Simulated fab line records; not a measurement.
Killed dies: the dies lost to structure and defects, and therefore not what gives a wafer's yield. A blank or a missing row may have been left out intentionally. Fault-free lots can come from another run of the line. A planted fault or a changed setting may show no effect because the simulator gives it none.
One fault through the eyes of 3 desks || flow n5-finfet || every desk sees just its own numbers, and what lay behind them comes last

FROM THE METROLOGY DESK
What the gauges read, lot by lot, whatever tool the lot ran on: means of the sampled wafers that have a number. If a lot's mean is further than 4 standard deviations from the usual mean, the lot is out of limits and carries the mark OUT (the distance appears in the brackets). 7 of its 10 readings are shown, namely those furthest out on some lot.
Columns: A = DIBL_N at N5_BEOL_M4_RC_MEAS_101, usual 36.6 mV/V; B = DIBL_P at N5_BEOL_M4_RC_MEAS_101, usual 36.4 mV/V; C = IOFF_N at N5_BEOL_M4_RC_MEAS_101, usual 0.167 nA/um; D = IOFF_P at N5_BEOL_M4_RC_MEAS_101, usual 0.219 nA/um; E = ION_N at N5_BEOL_M4_RC_MEAS_101, usual 678 uA/um; F = SS_N at N5_BEOL_M4_RC_MEAS_101, usual 71.5 mV/dec; G = VT_N at N5_BEOL_M4_RC_MEAS_101, usual 248.5 mV
{"lot": "L461", "first seen here": "day 8 17:11", "A": 37.3, "B": 37.2, "C": 0.186, "D": 0.226, "E": 690, "F": 71.4, "G": 245.6}
{"lot": "L464", "first seen here": "day 9 01:15", "A": 36.6, "B": 35.5, "C": 0.171, "D": 0.236, "E": 680, "F": 71.6, "G": 247.9}
{"lot": "L463", "first seen here": "day 9 04:13", "A": 34.5, "B": 33.3, "C": 0.130, "D": 0.177, "E": 662, "F": 70.5, "G": 254.3}
{"lot": "L473", "first seen here": "day 13 02:11", "A": 36.1, "B": 35.3, "C": 0.158, "D": 0.212, "E": 677, "F": 71.3, "G": 249.3}
{"lot": "L474", "first seen here": "day 13 17:03", "A": 36.1, "B": 37.8, "C": 0.177, "D": 0.209, "E": 672, "F": 71.9, "G": 248.2}
{"lot": "L475", "first seen here": "day 13 20:31", "A": 35.6, "B": 36.0, "C": 0.157, "D": 0.215, "E": 669, "F": 71.1, "G": 249.0}
{"lot": "L481", "first seen here": "day 14 22:31", "A": 38.1, "B": 36.9, "C": 0.169, "D": 0.196, "E": 680, "F": 71.7, "G": 249.0}
Finding of this desk: none of the 7 lots has anything out of limits.

DESK OF THE TOOL OWNER: rie-diel-02
The tool's own readings at N5_SD_EPI_P_ETCHBACK_46 (etches SiNx in CH3F/O2, stops on SiO2, target depth 17.5 nm): means of the sampled wafers that have a number, for each lot that ran on this tool. If a lot's mean is further than 4 standard deviations from the usual mean, the lot is out of limits and carries the mark OUT (the distance appears in the brackets). 7 of its 8 readings are shown, namely those furthest out on some lot.
Columns: A = O2_flow_sccm at N5_SD_EPI_P_ETCHBACK_46, usual 20.01 sccm; B = drypump-motor-current-A at N5_SD_EPI_P_ETCHBACK_46, usual 5.7 A; C = oes-product-au at N5_SD_EPI_P_ETCHBACK_46, usual 0.69 a.u.; D = rf-fwd-power-W at N5_SD_EPI_P_ETCHBACK_46, usual 393.3 W; E = rf-vpp-V at N5_SD_EPI_P_ETCHBACK_46, usual 295.8 V; F = showerhead-plenum-p-Torr at N5_SD_EPI_P_ETCHBACK_46, usual 1.99 Torr; G = throttle-valve-pct at N5_SD_EPI_P_ETCHBACK_46, usual 16.39 %
{"lot": "L461", "first seen here": "day 3 07:07", "A": 20.06, "B": 5.9, "C": 0.70, "D": 391.9, "E": 294.7, "F": 2.00, "G": 16.51}
{"lot": "L473", "first seen here": "day 6 06:15", "A": 20.03, "B": 6.0, "C": 0.71, "D": 392.9, "E": 295.6, "F": 2.03, "G": 16.36}
{"lot": "L474", "first seen here": "day 6 11:38", "A": 19.97, "B": 5.8, "C": 0.72, "D": 394.6, "E": 295.1, "F": 2.00, "G": 16.39}
{"lot": "L475", "first seen here": "day 6 17:26", "A": 20.00, "B": 6.0, "C": 0.75, "D": 393.4, "E": 295.8, "F": 2.04, "G": 16.22}
{"lot": "L481", "first seen here": "day 8 12:15", "A": 20.02, "B": 5.9, "C": 0.75, "D": 393.5, "E": 293.7, "F": 1.99, "G": 16.30}
Finding of this desk: none of the 5 lots has anything out of limits.

THE DEFECT DESK
For each lot, the counts of the inspections along the route, averaged over the sampled wafers that have a number. If a lot's mean is further than 4 standard deviations from the usual mean, the lot is out of limits and carries the mark OUT (the distance appears in the brackets).
Columns: A = raw-defect-count at N5_SD_EPI_N_INSPECT_11, usual 2.1
{"lot": "L461", "first seen here": "day 3 02:09", "A": 1.7}
{"lot": "L463", "first seen here": "day 3 13:59", "A": 3.7}
{"lot": "L464", "first seen here": "day 3 19:38", "A": 1.7}
{"lot": "L473", "first seen here": "day 6 00:57", "A": 1.7}
{"lot": "L474", "first seen here": "day 6 06:45", "A": 2.3}
{"lot": "L475", "first seen here": "day 6 11:58", "A": 2.0}
{"lot": "L481", "first seen here": "day 8 05:53", "A": 1.7}
{"lot": "L483", "first seen here": "day 8 16:34", "A": 2.7}
{"lot": "L484", "first seen here": "day 8 17:41", "A": 1.0}
Finding of this desk: none of the 9 lots has anything out of limits.

ALL TOGETHER
Nothing out of limits was seen by the metrology desk.
The desk of the tool owner found nothing out of limits.
The defect desk saw nothing out of limits.

WHAT THE SIMULATOR PUT IN
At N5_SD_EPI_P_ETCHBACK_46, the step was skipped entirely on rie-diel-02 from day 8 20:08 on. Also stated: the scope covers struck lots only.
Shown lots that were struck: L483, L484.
